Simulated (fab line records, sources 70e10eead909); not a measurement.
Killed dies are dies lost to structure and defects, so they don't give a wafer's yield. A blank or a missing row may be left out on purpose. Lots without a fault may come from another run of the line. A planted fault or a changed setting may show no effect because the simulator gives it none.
Which tool did it? | flow nand_harc | 14 lots, 42 wafers sampled, at 4 steps of a route of 1302

WHAT THE GAUGES READ, wafer by wafer
The record holds no reading of a measuring or inspecting step that can be judged against a usual standard deviation.

WHICH TOOL RAN EACH LOT (tool, then ch and the chambers of the sampled wafers, then the start)
lot  | NHARC_P_M2_ANNEAL_31             | NHARC_P_BONDPAD_DEP_00                     | NHARC_P_BONDPAD_ETCH_12            | NHARC_P_BONDPAD_DEGAS_25
L718 | rtp_anneal-01 ch 0, day 6 10:55  | pecvd-04 ch 0,1,2, day 6 12:14             | rie_diel-11 ch 1,3, day 6 13:51    | pvd_sputter-03, day 6 14:37
L719 | rtp_anneal-02 ch 0, day 6 16:04  | pecvd-03 ch 0,1,2, day 6 17:41             | rie_diel-11 ch 0,1,2, day 6 19:12  | pvd_sputter-01, day 6 19:58
L721 | rtp_anneal-02 ch 0, day 7 14:10  | pecvd-03 ch 0,1,2, day 7 15:29             | rie_diel-13 ch 0,2, day 7 16:56    | pvd_sputter-01, day 7 17:42
L724 | rtp_anneal-01 ch 0, day 9 02:50  | pecvd-01 ch 0,1, day 9 05:35 or earlier    | rie_diel-13 ch 0,2,3, day 9 05:35  | pvd_sputter-03, day 9 06:20
L725 | rtp_anneal-02 ch 0, day 9 10:49  | pecvd-04 ch 1,2, day 9 13:52 or earlier    | rie_diel-08 ch 1,3, day 9 13:52    | pvd_sputter-01, day 9 14:38
L727 | rtp_anneal-02 ch 0, day 10 10:13 | pecvd-03 ch 0,1,2, day 10 11:37            | rie_diel-11 ch 0,1,3, day 10 13:10 | pvd_sputter-01, day 10 13:56
L728 | rtp_anneal-02 ch 0, day 10 23:24 | pecvd-03 ch 0,1,2, day 11 00:49            | rie_diel-08 ch 1,2,3, day 11 02:28 | pvd_sputter-02, day 11 03:14
L731 | rtp_anneal-02 ch 0, day 11 22:24 | pecvd-04 ch 0,1, day 11 23:44              | rie_diel-13 ch 1,2,3, day 12 01:21 | pvd_sputter-02, day 12 02:07
L734 | rtp_anneal-02 ch 0, day 13 06:08 | pecvd-01 ch 0,1,2, day 13 08:59 or earlier | rie_diel-08 ch 0,1,3, day 13 08:59 | pvd_sputter-03, day 13 09:47
L735 | rtp_anneal-02 ch 0, day 13 14:24 | pecvd-04 ch 0,1,2, day 13 15:43            | rie_diel-08 ch 0,1,2, day 13 17:20 | pvd_sputter-01, day 13 18:05
L736 | rtp_anneal-01 ch 0, day 13 20:56 | pecvd-04 ch 0,1, day 13 22:19              | rie_diel-11 ch 0,1,3, day 13 23:57 | pvd_sputter-01, day 14 00:43
L739 | rtp_anneal-02 ch 0, day 15 06:02 | pecvd-04 ch 0,1,2, day 15 07:27            | rie_diel-11 ch 1,2,3, day 15 09:02 | pvd_sputter-01, day 15 09:47
L740 | rtp_anneal-02 ch 0, day 15 18:27 | pecvd-04 ch 1,2, day 15 19:52              | rie_diel-13 ch 0,3, day 15 21:28   | pvd_sputter-01, day 15 22:14
L741 | rtp_anneal-02 ch 0, day 16 08:50 | pecvd-04 ch 0,2, day 16 10:12              | rie_diel-13 ch 0,1, day 16 11:50   | pvd_sputter-01, day 16 12:37
- NHARC_P_M2_ANNEAL_31: time 90 s.
- NHARC_P_BONDPAD_DEP_00: deposits SiCN, target thk 250 nm.
- NHARC_P_BONDPAD_ETCH_12: etches the open film in CHF3/O2, target depth 200 nm, time 100 s.
- NHARC_P_BONDPAD_DEGAS_25: time 60 s.

WHAT THE TOOLS THEMSELVES READ (means of the sampled wafers that have a number; where no wafer has one, the mark that the record gives instead)
NHARC_P_M2_ANNEAL_31. Usual: wafer_temp_C_max 226.2, standard deviation 0.51.
lot  | tool          | wafer_temp_C_max | flag
L718 | rtp_anneal-01 | 226.6            |
L719 | rtp_anneal-02 | 225.9            |
L721 | rtp_anneal-02 | 225.8            |
L724 | rtp_anneal-01 | 226.4            |
L725 | rtp_anneal-02 | 225.8            |
L727 | rtp_anneal-02 | 225.6            |
L728 | rtp_anneal-02 | 225.7            |
L731 | rtp_anneal-02 | 226.0            |
L734 | rtp_anneal-02 | 225.7            |
L735 | rtp_anneal-02 | 225.8            |
L736 | rtp_anneal-01 | 226.8            |
L739 | rtp_anneal-02 | 225.8            |
L740 | rtp_anneal-02 | 226.2            |
L741 | rtp_anneal-02 | 225.9            |

NHARC_P_BONDPAD_DEP_00. Usual: heater_power_w 587 W, standard deviation 110; showerhead_vpp_V 1313 V, standard deviation 50.
lot  | tool     | heater_power_w (W) | showerhead_vpp_V (V) | flag
L718 | pecvd-04 | 466                | 1289                 |
L719 | pecvd-03 | 691                | 1316                 |
L721 | pecvd-03 | 675                | 1315                 |
L724 | pecvd-01 | 544                | 1385                 |
L725 | pecvd-04 | 464                | 1344                 |
L727 | pecvd-03 | 663                | 1318                 |
L728 | pecvd-03 | 688                | 1309                 |
L731 | pecvd-04 | 477                | 1284                 |
L734 | pecvd-01 | 576                | 1328                 |
L735 | pecvd-04 | 507                | 1304                 |
L736 | pecvd-04 | 531                | 1292                 |
L739 | pecvd-04 | 524                | 1302                 |
L740 | pecvd-04 | 491                | 1340                 |
L741 | pecvd-04 | 509                | 1278                 |

NHARC_P_BONDPAD_ETCH_12. Usual: drypump_motor_current_A 5.7 A, standard deviation 0.38; oes_product_au 0.946 a.u., standard deviation 0.023; rf_vpp_V 369.7 V, standard deviation 1.8; run_length_s 121.5 s, standard deviation 0.39; showerhead_plenum_p_Torr 2.36 Torr, standard deviation 0.069; throttle_valve_pct 20.573 %, standard deviation 0.0095.
lot  | tool        | drypump_motor_current_A (A) | oes_product_au (a.u.) | rf_vpp_V (V) | run_length_s (s) | showerhead_plenum_p_Torr (Torr) | throttle_valve_pct (%) | flag
L718 | rie_diel-11 | 5.6                         | 0.972                 | 369.1        | 121.2            | 2.35                            | 20.576                 |
L719 | rie_diel-11 | 5.8                         | 0.922                 | 366.9        | 121.6            | 2.28                            | 20.572                 |
L721 | rie_diel-13 | 5.6                         | 0.943                 | 368.4        | 122.0            | 2.32                            | 20.572                 |
L724 | rie_diel-13 | 5.7                         | 0.926                 | 369.7        | 121.8            | 2.34                            | 20.570                 |
L725 | rie_diel-08 | 5.5                         | 0.973                 | 371.4        | 121.8            | 2.44                            | 20.574                 |
L727 | rie_diel-11 | 5.8                         | 0.976                 | 369.3        | 121.3            | 2.32                            | 20.572                 |
L728 | rie_diel-08 | 5.3                         | 0.968                 | 370.8        | 121.4            | 2.41                            | 20.574                 |
L731 | rie_diel-13 | 6.0                         | 0.922                 | 370.9        | 121.6            | 2.39                            | 20.567                 |
L734 | rie_diel-08 | 5.6                         | 0.980                 | 370.1        | 117.4            | 2.40                            | 20.578                 | OFF
L735 | rie_diel-08 | 5.5                         | 0.917                 | 370.5        | 117.4            | 2.38                            | 20.577                 | OFF
L736 | rie_diel-11 | 5.8                         | 0.923                 | 369.3        | 121.5            | 2.32                            | 20.574                 |
L739 | rie_diel-11 | 5.6                         | 0.934                 | 368.2        | 121.6            | 2.31                            | 20.575                 |
L740 | rie_diel-13 | 5.9                         | 0.965                 | 369.7        | 121.2            | 2.37                            | 20.574                 |
L741 | rie_diel-13 | 5.9                         | 0.973                 | 370.2        | 122.0            | 2.38                            | 20.571                 |

NHARC_P_BONDPAD_DEGAS_25. Usual: heater_power_w 480 W, standard deviation 43.
lot  | tool           | heater_power_w (W) | flag
L718 | pvd_sputter-03 | 494                |
L719 | pvd_sputter-01 | 489                |
L721 | pvd_sputter-01 | 474                |
L724 | pvd_sputter-03 | 426                |
L725 | pvd_sputter-01 | 470                |
L727 | pvd_sputter-01 | 466                |
L728 | pvd_sputter-02 | 440                |
L731 | pvd_sputter-02 | 453                |
L734 | pvd_sputter-03 | 499                |
L735 | pvd_sputter-01 | 489                |
L736 | pvd_sputter-01 | 472                |
L739 | pvd_sputter-01 | 490                |
L740 | pvd_sputter-01 | 462                |
L741 | pvd_sputter-01 | 475                |

THE ANSWER, worked out from the rows above alone
Rule: a lot is off if the mean of its wafers that have a number lies more than 3 standard deviations from the usual mean. A lot without any number at a reading at which 4 lots or more have one is off too. The other lots that the step has rows for count as sound. The gauges are gone through in route order, then the tools' own readings, and for those a lot's mean is taken as printed above. The first step at which some lot is off is used, and at that step the reading that is off furthest; a lot without a number counts as furthest.
Off: L734, L735, at NHARC_P_BONDPAD_ETCH_12 (run_length_s).
A tool fits if, at that step or a process step before it, it ran every lot that is off, and no sound lot after the first of them. NHARC_P_BONDPAD_DEP_00 gives no start for some lots, so the hours and the order of its lots are those of NHARC_P_BONDPAD_ETCH_12. One fits: rie_diel-08 at NHARC_P_BONDPAD_ETCH_12. Its last sound lot is L728 (day 11 02:28), its first lot that is off L734 (day 13 08:59): a fault that began between those two fits.
The tool's own readings at NHARC_P_BONDPAD_ETCH_12 bear it out: on the lots that are off they differ by more than 5 times the standard deviation of the sound lots' means. run_length_s reads 117.4 s there against 121.6 s on the sound lots.

WHAT THE SIMULATOR HAD PUT IN
Process parameter drift: rie_diel-08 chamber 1, from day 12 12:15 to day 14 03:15, at NHARC_P_BONDPAD_ETCH_12. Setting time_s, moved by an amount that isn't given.
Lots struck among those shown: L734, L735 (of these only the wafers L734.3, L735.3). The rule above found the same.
